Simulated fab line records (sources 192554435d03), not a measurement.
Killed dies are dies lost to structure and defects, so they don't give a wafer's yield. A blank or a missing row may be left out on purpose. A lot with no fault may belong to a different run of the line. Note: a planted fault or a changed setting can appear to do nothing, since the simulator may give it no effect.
Matching of chambers || flow n5-finfet || cmp-01 running N5_BEOL_M5_CMP_52: 4 sister chambers
The step polishes, stops on SiCOH lowk, t overpolish 6.9 s, target thk 62 nm. 4 wafers are shown with their chamber, then 7 later ones without.

WAFERS, EACH WITH ITS CHAMBER
{"wafer": "L080.3", "chamber": 0, "motor-current-A (A)": 5.2}
{"wafer": "L088.4", "chamber": 1, "motor-current-A (A)": 5.2}
{"wafer": "L093.3", "chamber": 3, "motor-current-A (A)": 6.1}
{"wafer": "L093.4", "chamber": 2, "motor-current-A (A)": 6.4}

WAFERS WITH NO CHAMBER GIVEN
{"wafer": "L093.6", "motor-current-A (A)": 6.3}
{"wafer": "L094.1", "motor-current-A (A)": 6.2}
{"wafer": "L094.4", "motor-current-A (A)": 5.5}
{"wafer": "L094.5", "motor-current-A (A)": 6.1}
{"wafer": "L096.3", "motor-current-A (A)": 5.4}
{"wafer": "L096.5", "motor-current-A (A)": 5.2}
{"wafer": "L096.6", "motor-current-A (A)": 5.9}

THE CHAMBER EACH PASSED THROUGH
{"wafer": "L093.6", "from the rows above": "can't be placed: 2 or 3", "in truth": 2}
{"wafer": "L094.1", "from the rows above": "can't be placed: 3 or 2", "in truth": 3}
{"wafer": "L094.4", "from the rows above": "can't be placed: 0 or 1 or 3", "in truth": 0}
{"wafer": "L094.5", "from the rows above": "can't be placed: 3 or 2", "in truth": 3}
{"wafer": "L096.3", "from the rows above": "can't be placed: 0 or 1", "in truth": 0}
{"wafer": "L096.5", "from the rows above": "can't be placed: 0 or 1", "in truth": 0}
{"wafer": "L096.6", "from the rows above": "can't be placed: 3 or 2", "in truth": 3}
Correctly placed: 0 of 7. Cannot be placed on the basis of these rows: 7; the candidates contain the true chamber in 7. 0 placed wrongly.
How it was worked out, from the rows above alone: a wafer's distance from a chamber is the root of the sum, over the readings, of the square of ((its reading less the chamber's mean) divided by the reading's scatter). The wafer belongs to the nearest chamber; if the next one is less than 2 further off, it can't be placed. The mean given for a chamber averages the wafers shown for that chamber. The scatter: with one shown wafer a chamber, the root of the mean of the squares of how far each hidden wafer lies from its nearest shown one.
